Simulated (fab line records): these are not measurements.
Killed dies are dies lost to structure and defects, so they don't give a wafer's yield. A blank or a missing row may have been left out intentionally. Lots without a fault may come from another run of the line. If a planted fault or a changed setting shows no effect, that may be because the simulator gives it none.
Which of the tools did it?    flow n5 finfet    Sampling: 12 lots, 36 wafers, 4 of 1938 route steps

WHAT EACH GAUGE READ, for each wafer
N5_BEOL_M14_INSPECT_30: inspects for defects (macro).
lot   measured      on                 raw defect count
L884  day 11 22:56  defect inspect-01  1 0 1
L885  day 12 08:17  defect inspect-02  2 4 2
L887  day 12 14:30  defect inspect-01  3 3 3
L886  day 12 18:48  defect inspect-02  1 5 2
L889  day 12 23:52  defect inspect-02  2 2 2
L888  day 13 10:08  defect inspect-01  3 0 4
L890  day 13 12:53  defect inspect-02  0 5 2
L897  day 15 02:55  defect inspect-02  3 3 0
L900  day 15 21:09  defect inspect-01  1 3 4
L903  day 16 09:35  defect inspect-02  1 1 3
L905  day 17 00:47  defect inspect-01  1 4 1
L907  day 17 19:31  defect inspect-01  3 2 3

TOOL THAT RAN EACH LOT (tool first, then ch and the chambers of the sampled wafers, then the start)
lot   N5_BEOL_M13_SPUTTER_45        N5_BEOL_M13_ANNEAL_48             N5_BEOL_M14_COAT_65
L884  pvd sputter-01, day 11 19:57  rtp anneal-02 ch 0, day 11 20:14  litho track-02 ch 0, day 11 22:28
L885  pvd sputter-02, day 12 05:41  rtp anneal-02 ch 0, day 12 06:04  litho track-04 ch 0, day 12 07:49
L887  pvd sputter-01, day 12 12:02  rtp anneal-02 ch 0, day 12 12:19  litho track-04 ch 0, day 12 14:09
L886  pvd sputter-02, day 12 16:13  rtp anneal-02 ch 0, day 12 16:29  litho track-04 ch 0, day 12 18:20
L889  pvd sputter-03, day 12 21:08  rtp anneal-02 ch 0, day 12 21:35  litho track-01 ch 0, day 12 23:31
L888  pvd sputter-01, day 13 07:33  rtp anneal-02 ch 0, day 13 07:53  litho track-04 ch 0, day 13 09:40
L890  pvd sputter-03, day 13 10:02  rtp anneal-01 ch 0, day 13 10:26  litho track-01 ch 0, day 13 12:25
L897  pvd sputter-03, day 15 00:26  rtp anneal-01 ch 0, day 15 00:46  litho track-01 ch 0, day 15 02:35
L900  pvd sputter-02, day 15 18:38  rtp anneal-02 ch 0, day 15 18:55  litho track-01 ch 0, day 15 20:49
L903  pvd sputter-02, day 16 06:58  rtp anneal-01 ch 0, day 16 07:20  litho track-04 ch 0, day 16 09:13
L905  pvd sputter-02, day 16 21:35  rtp anneal-02 ch 0, day 16 22:21  litho track-02 ch 0, day 17 00:19
L907  pvd sputter-02, day 17 15:52  rtp anneal-02 ch 0, day 17 16:43  litho track-04 ch 0, day 17 19:03
- N5_BEOL_M13_SPUTTER_45: material Cu, target thk 80 nm, time 13.33 s.
- N5_BEOL_M13_ANNEAL_48: time 90 s.
- N5_BEOL_M14_COAT_65: time 60 s, resist thk 450 nm.

AS READ BY THE TOOLS THEMSELVES (means over the sampled wafers that have a number; for cases with no such wafer, the mark the record gives instead)
N5_BEOL_M13_SPUTTER_45.
lot   tool            chuck gas flow sccm (sccm)  susceptor temp C (C)  throttle valve pct (%)
L884  pvd sputter-01  1.27                        -19.96                30.6
L885  pvd sputter-02  1.25                        -20.12                30.1
L887  pvd sputter-01  1.26                        -20.00                31.2
L886  pvd sputter-02  1.22                        -20.05                30.0
L889  pvd sputter-03  1.25                        -19.89                30.4
L888  pvd sputter-01  1.27                        -19.96                31.2
L890  pvd sputter-03  1.24                        -19.99                30.5
L897  pvd sputter-03  1.22                        -20.11                29.2
L900  pvd sputter-02  1.25                        -19.97                30.3
L903  pvd sputter-02  1.26                        -20.12                30.1
L905  pvd sputter-02  1.26                        -19.97                30.5
L907  pvd sputter-02  1.28                        -19.95                30.2

N5_BEOL_M13_ANNEAL_48.
lot   tool           wafer_temp_C_max
L884  rtp anneal-02  225.74
L885  rtp anneal-02  225.82
L887  rtp anneal-02  225.53
L886  rtp anneal-02  225.56
L889  rtp anneal-02  225.68
L888  rtp anneal-02  225.97
L890  rtp anneal-01  225.80
L897  rtp anneal-01  225.70
L900  rtp anneal-02  225.81
L903  rtp anneal-01  225.97
L905  rtp anneal-02  225.86
L907  rtp anneal-02  225.75

N5_BEOL_M14_COAT_65.
lot   tool            dispense pressure kPa (kPa)  heater power total W (W)  plate temp C (C)
L884  litho track-02  52                           498.9                     249.87
L885  litho track-04  55                           500.0                     250.32
L887  litho track-04  55                           498.6                     249.91
L886  litho track-04  55                           500.4                     249.97
L889  litho track-01  45                           500.1                     250.06
L888  litho track-04  55                           500.4                     249.98
L890  litho track-01  45                           499.3                     249.90
L897  litho track-01  45                           510.1                     253.70
L900  litho track-01  45                           510.6                     253.75
L903  litho track-04  55                           499.1                     250.00
L905  litho track-02  52                           499.4                     249.97
L907  litho track-04  55                           500.5                     249.96

THE ANSWER, worked out from the rows above alone
Rule: the usual values come from the lots themselves. Put in order of their means at a reading, lots are off if they are a third of the lots or fewer, leave a main group of 4 or more, and stand apart from it by a gap of 3 or more times the standard deviation of the main group's means; of several such gaps the widest counts. The tables above print the reading to a certain number of digits; a main group whose means all agree to those digits is not used. Also off: a lot with no number at a reading for which 4 or more lots have one. The other lots that the step has rows for count as sound. The gauges are gone through in route order, then the tools' own readings, and for those a lot's mean is taken as printed above. The first step at which some lot is off is used, and at that step the reading that is off furthest; a lot without a number counts as furthest.
Off: L897, L900, at N5_BEOL_M14_COAT_65 (plate temp C). For the main group the mean is 249.99 C and the standard deviation 0.12.
If a tool, at that step or one of the process steps before it, ran each lot that is off and ran no sound lot following the first of them, it fits. One candidate fits, namely litho track-01 at N5_BEOL_M14_COAT_65. A fault onset in the window from L890 (day 13 12:25, its last sound lot) to L897 (day 15 02:35, its first lot off) fits.
The tool's own readings at N5_BEOL_M14_COAT_65 bear it out: on the lots that are off they differ by more than 5 times the standard deviation of the sound lots' means. heater power total W reads 510.4 W there against 499.7 W on the sound lots; plate temp C reads 253.72 C there against 249.99 C on the sound lots.

WHAT HAD BEEN PUT IN BY THE SIMULATOR
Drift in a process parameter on litho track-01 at N5_BEOL_M14_COAT_65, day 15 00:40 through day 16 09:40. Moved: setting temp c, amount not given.
Lots struck among those shown: L897, L900. The same result came from the rule above.
